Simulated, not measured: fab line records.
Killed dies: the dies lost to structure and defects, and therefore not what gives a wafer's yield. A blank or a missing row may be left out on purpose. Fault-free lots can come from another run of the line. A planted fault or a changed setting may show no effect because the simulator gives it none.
Problem report, 8D (eight disciplines) form, completed by code :: flow n5_finfet :: the parts of the form that need people (team, actions taken, sign-off) are left out

1. THE PROBLEM
NWELL_OVL at N5_WELL_APT_OVL_MEAS_09 reads a mean of 66 nm on 6 wafers of 2 lots; wafers without a fault read 0 nm with a standard deviation of 4.8. Relative to the usual mean, that is a shift of +14 standard deviations.
First observed at day 4 07:51: wafer L788.2, on overlay-02. The record has a number at this step for 27 wafers belonging to 9 lots. Rule for "out" (also "out of limits"): further than 4 standard deviations from the usual mean. The rest of the wafers with a number are treated as sound.

2. WHAT THIS IS AND IS NOT
question: which readings at this step
is: NWELL_OVL
is not: -

question: which lots
is: L788, L789
is not: L778, L779, L780, L783, L791, L799, L800

question: which wafers of those lots
is: all that have a number
is not: -

question: read on which gauges
is: overlay-01, overlay-02
is not: -

question: when
is: from day 4 07:51
is not: up to then (12 sound wafers); but 9 sound wafers of L791, L799, L800 came after

3. WHAT RULES OUT EACH SUSPECT
Counting: a tool at any process step up to the reading remains a suspect when it ran all the lots that are out and ran no sound lot after the first of those.
- the gauge at N5_WELL_APT_OVL_MEAS_09 has been ruled out. The wafers that are out were read on 2 gauges (overlay-01, overlay-02).
- krf_scanner-02 at N5_WELL_APT_EXPOSE_05 (exposes mask NWELL, defocus 0 nm, target cd 200 nm): kept. It ran every lot that is out, first L788 (day 4 07:39), and no sound lot after that; its last sound lot up to then is L783 (day 3 01:23).
The count leaves krf_scanner-02 at N5_WELL_APT_EXPOSE_05.

4. THE CAUSE (what the simulator had put in)
Scanner matching overlay: krf_scanner-02, from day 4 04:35 on, at N5_WELL_APT_EXPOSE_05. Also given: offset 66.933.
Only this tool survived the counting.

5. THE CHAIN OF EFFECTS, in route order
Each row: a reading whose mean over the struck wafers that have a number lies more than 3 standard deviations from the usual. Only readings whose record carries a usual standard deviation are examined. hours: median over the lots of the time between each lot's start at the first step of this table that gives one and its start at this step. sigmas: the change, counted in usual standard deviations.
hours: 0
step: N5_WELL_APT_OVL_MEAS_09
reading: NWELL_OVL
usual: 0 nm
on struck wafers: 66
change: +66
sigmas: +14
Later steps that measure or inspect, where all struck wafers having a row at the step show a number for every such reading and not one has moved that far: N5_WELL_APT_OVL_MEAS_26, N5_BEOL_M4_RC_MEAS_101.

6. HOW IT WOULD HAVE BEEN CAUGHT EARLIER
In this record the first reading out of limits at a measuring or inspecting step was taken at day 4 07:51, 3 hours after the fault began at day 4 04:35.
L789, from the lots that are out (2), started N5_WELL_APT_EXPOSE_05 on krf_scanner-02 later than day 4 07:51. It would have been spared by a hold on the tool at that moment.
